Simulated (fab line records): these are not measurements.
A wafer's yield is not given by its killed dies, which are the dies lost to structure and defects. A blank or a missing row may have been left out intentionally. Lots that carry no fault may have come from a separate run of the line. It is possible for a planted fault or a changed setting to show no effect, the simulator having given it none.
Problem report in the 8D (eight disciplines) form, filled by code | flow nand-harc | the parts of the form that need people (team, actions taken, sign-off) are left out

## 1. THE PROBLEM
Wafers without a fault read 39.6 s, standard deviation 0.4; run-length-s at NHARC_THIN_TSV_ETCH_36 reads a mean of 34.0 s on 4 wafers belonging to 2 lots. That puts it -14 standard deviations away from the usual mean.
The step: etches the open film in Cl2/BCl3, target depth 65 nm, time 18.571 s.
The first sign was on wafer L621.3 at day 27 05:41, on rie-metal-02. The record has a number at this step for 39 wafers belonging to 13 lots. The rule behind "out" and "out of limits": a value lying over 4 standard deviations away from the usual mean. All remaining wafers that have a number are taken as sound.

## 2. WHAT IT IS; WHAT IT IS NOT
question                    | is                             | is not
which readings at this step | run-length-s                   | chamber-pressure-mTorr, drypump-motor-current-A, he-backside-leak-sccm, oes-product-au
which lots                  | L621, L622                     | L612, L614, L625, L627, L628, L630, L631, L632, L633, L634, L635
which wafers of those lots  | L621.3, L621.6, L622.4, L622.6 | L621.5, L622.3
read on which tools         | rie-metal-02                   | rie-metal-01, rie-metal-03
when                        | from day 27 05:41              | up to then (7 sound wafers); but 28 sound wafers of L622, L625, L627, L628, L630, L631, L632, L633, L634, L635 came after

## 3. THE SUSPECTS, EACH WITH WHAT RULES IT OUT
Counting: any tool at a process step up to the reading remains a suspect provided it ran every lot that is out. Sound lots after the first of them don't rule it out here, since some wafers of a struck lot are sound.
- rie-metal-02 at NHARC_THIN_TSV_ETCH_36 (etches the open film in Cl2/BCl3, target depth 65 nm, time 18.571 s): kept. Ran every lot that is out, first one L621 (day 27 05:41); last sound lot up to then L614 (day 25 01:49). Its own run-length-s readings are out on those wafers.
- Within rie-metal-02 at NHARC_THIN_TSV_ETCH_36: the wafers that are out ran in chamber 0; their sound lot-mates ran in chamber 1.
After counting, what remains is rie-metal-02 at NHARC_THIN_TSV_ETCH_36.

## 4. THE CAUSE (what the simulator had put in)
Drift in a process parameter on rie-metal-02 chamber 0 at NHARC_THIN_TSV_ETCH_36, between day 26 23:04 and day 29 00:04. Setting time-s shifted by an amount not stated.
After counting, this tool was the only one left.

## 5. SEQUENCE OF EFFECTS, ordered by route
Rows list readings where the struck wafers' mean (over those with a number) sits beyond 3 standard deviations from the usual. Scope: only readings with a usual standard deviation given in the record; hours: median across lots of the time from each lot's start at the first step in this table that gives one to its start at this step; sigmas: change in usual standard deviations.
hours | step                   | reading      | usual  | on struck wafers | change | sigmas
0     | NHARC_THIN_TSV_ETCH_36 | run-length-s | 39.6 s | 34.0             | -5.6   | -14
The process steps in it:
- NHARC_THIN_TSV_ETCH_36: etches the open film in Cl2/BCl3, target depth 65 nm, time 18.571 s.
At these later measuring or inspecting steps, every struck wafer for which the step has a row has a number for every such reading, and none has moved that far: NHARC_END_SORT_01.

## 6. WHAT WOULD HAVE CAUGHT IT SOONER
The fault began at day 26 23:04; the first out-of-limits reading in this record came at day 27 05:41, 7 hours later.
